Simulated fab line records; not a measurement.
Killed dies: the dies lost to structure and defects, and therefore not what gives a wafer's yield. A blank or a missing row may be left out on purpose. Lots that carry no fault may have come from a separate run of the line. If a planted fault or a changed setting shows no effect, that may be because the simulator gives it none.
Struck lot and sound lot, side by side    flow nand_harc    25 steps out of a route of 1302
Sound: wafers L873.2, L873.3, L873.4. Struck: wafers L885.4, L885.5, L885.6. The cause is named last.
Each step with rows lists, per side, the tool, then ch with its chambers, then its first start. Under that, the readings that differ: sound wafers    struck wafers    difference of the means    sigmas: that difference in standard deviations of wafers without a fault.
alike: same words and numbers on both sides, and readings whose means sit less than 2 such deviations apart. not compared: any withheld reading, any reading some wafer has no value for, any bound like >300 that may hide the same value, and any number with overlapping values for which the record gives no deviation.
The two part at a step that has a row with sigmas, a row that says differs or no value, or rows on one side only. Non-overlapping numbers with no deviation appear without sigmas and do not part them. A reading missing from all wafers of one side parts the sides only when that side holds two or more wafers.

first, 4 steps without rows for these wafers: NHARC_P_GATE_PRECLEAN_71 (cleans in SC1); NHARC_P_GATE_SRD_72; NHARC_P_GATE_OXIDE_16 (material SiO2, target thk 3 nm, ox time 392 s); NHARC_P_GATE_CVD_17 (deposits poly-Si, target thk 150 nm, time 900 s).
NHARC_P_GATE_HM_DEP_102: deposits aC, target thk 120 nm.
  sound on acl_dep-01 ch 0, day 5 13:40; struck on acl_dep-02 ch 0, day 10 10:45
  alike: throttle_valve_pct
NHARC_P_GATE_DEP_103: deposits SiON, target thk 30 nm.
  sound on pecvd-02 ch 0,2, day 5 14:14; struck on pecvd-03 ch 0,1,2, day 10 11:11
  alike: heater_power_w
  not compared: since_wet_clean_h
then, 6 steps without rows for these wafers: NHARC_P_GATE_DEHYDRATE_18 (time 120 s); NHARC_P_GATE_HMDS_19 (time 30 s); NHARC_P_GATE_COAT_20 (resist thk 90 nm); NHARC_P_GATE_SOFTBAKE_21 (time 55 s); NHARC_P_GATE_EBR_22; NHARC_P_GATE_EXPOSE_23 (exposes mask P GATE, target cd 120 nm).
NHARC_P_GATE_PEB_24: peb time 65 s.
  sound on litho_track-04 ch 0, day 5 14:49; struck on litho_track-04 ch 0, day 10 11:43
reading                   sound              struck             difference  sigmas
heater_power_total_W (W)  156.2 156.5 156.2  181.3 180.2 180.1  +24.2       +56
  alike: resist_line_temp_C
then, 1 step without rows for these wafers: NHARC_P_GATE_DEVELOP_25 (develop time 35 s).
NHARC_P_GATE_CD_MEAS_26: the cd target is 120 nm.
  sound on cd_sem-01 ch 0, day 5 14:53; struck on cd_sem-01 ch 0, day 10 11:47
reading     sound              struck             difference  sigmas
cd_nm (nm)  119.4 119.4 119.7  130.3 129.9 130.6  +10.8       +23
NHARC_P_GATE_OVL_MEAS_27:
  struck on overlay-02, day 10 11:52; sound on overlay-01, day 5 14:59
  alike: overlay_x_nm, overlay_y_nm
NHARC_P_GATE_INSPECT_28:
  struck on defect_inspect-01, day 10 11:55; sound on defect_inspect-02, day 5 15:01
  alike: raw_defect_count
NHARC_P_GATE_DESCUM_31: chemistry O2, time 3 s.
  sound on rie_diel-02 ch 0,2,3, day 5 15:05; struck on rie_diel-13 ch 0,1, day 10 11:58
reading                  sound              struck             difference  sigmas
model.P_GATE.cd_nm (nm)  119.2 119.9 119.9  130.7 130.1 130.6  +10.8       
  alike: drypump_motor_current_A, mfc_ar_sccm, o2_flow_sccm, oes_product_au, rf_vpp_V, showerhead_plenum_p_Torr, throttle_valve_pct
  not compared: rf_hours_counter_h
then, 1 step without rows for these wafers: NHARC_P_GATE_ETCH_104 (etches the open film in CF4/CHF3, target depth 60 nm).
NHARC_P_GATE_HM_OPEN_105: chemistry O2/COS, target depth 360 nm.
  sound on rie_diel-02 ch 0,1,3; struck on rie_diel-13 ch 0,2,3
reading                      sound        struck       difference  sigmas
drypump_motor_current_A (A)  5.3 5.0 5.1  5.9 6.1 6.2  +0.9        +2
  alike: mfc_ar_sccm, o2_flow_sccm, oes_product_au, rf_vpp_V, showerhead_plenum_p_Torr, throttle_valve_pct
  not compared: rf_hours_counter_h
then, 1 step without rows for these wafers: NHARC_P_GATE_STRIP_106 (strips in O2/COS).
NHARC_P_GATE_ETCH_114: etches the open film in CF4/O2, target depth 30 nm, overetch 3 nm, time 16.5 s.
  sound on rie_diel-02 ch 1,2,3; struck on rie_diel-13 ch 0,1,2
  alike: drypump_motor_current_A, mfc_ar_sccm, o2_flow_sccm, oes_product_au, rf_vpp_V, showerhead_plenum_p_Torr, throttle_valve_pct
  not compared: rf_hours_counter_h
NHARC_P_GATE_ETCH_32: etches the open film in HBr/Cl2, target depth 150 nm, time 100.1 s.
  sound on rie_si-02 ch 0,2,3, day 5 15:32; struck on rie_si-02 ch 2,3, day 10 12:26
reading                  sound            struck             difference  sigmas
model.P_GATE.cd_nm (nm)  122 117.1 117.6  131.5 129.8 132.1  +12.2       
  alike: drypump_motor_current_A, mfc_cl2_sccm, oes_product_au, throttle_valve_pct
  not compared: rf_hours_counter_h
NHARC_P_GATE_STRIP_108: strips in O2.
  sound on rie_diel-02 ch 0,1,2, day 5 15:42; struck on rie_diel-13 ch 0,1,3, day 10 12:38
  alike: drypump_motor_current_A, mfc_ar_sccm, o2_flow_sccm, oes_product_au, rf_vpp_V, showerhead_plenum_p_Torr, throttle_valve_pct
  not compared: rf_hours_counter_h
NHARC_END_SORT_01:
  the record has rows for the sound wafers here (prober-01 ch 0, day 24 18:32) and none for the struck ones

## WHERE THEY PART
Earliest at NHARC_P_GATE_PEB_24; latest, in this record, at NHARC_END_SORT_01.

WHY: what had been put in by the simulator
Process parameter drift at NHARC_P_GATE_PEB_24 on litho_track-04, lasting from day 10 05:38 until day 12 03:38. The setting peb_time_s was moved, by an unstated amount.
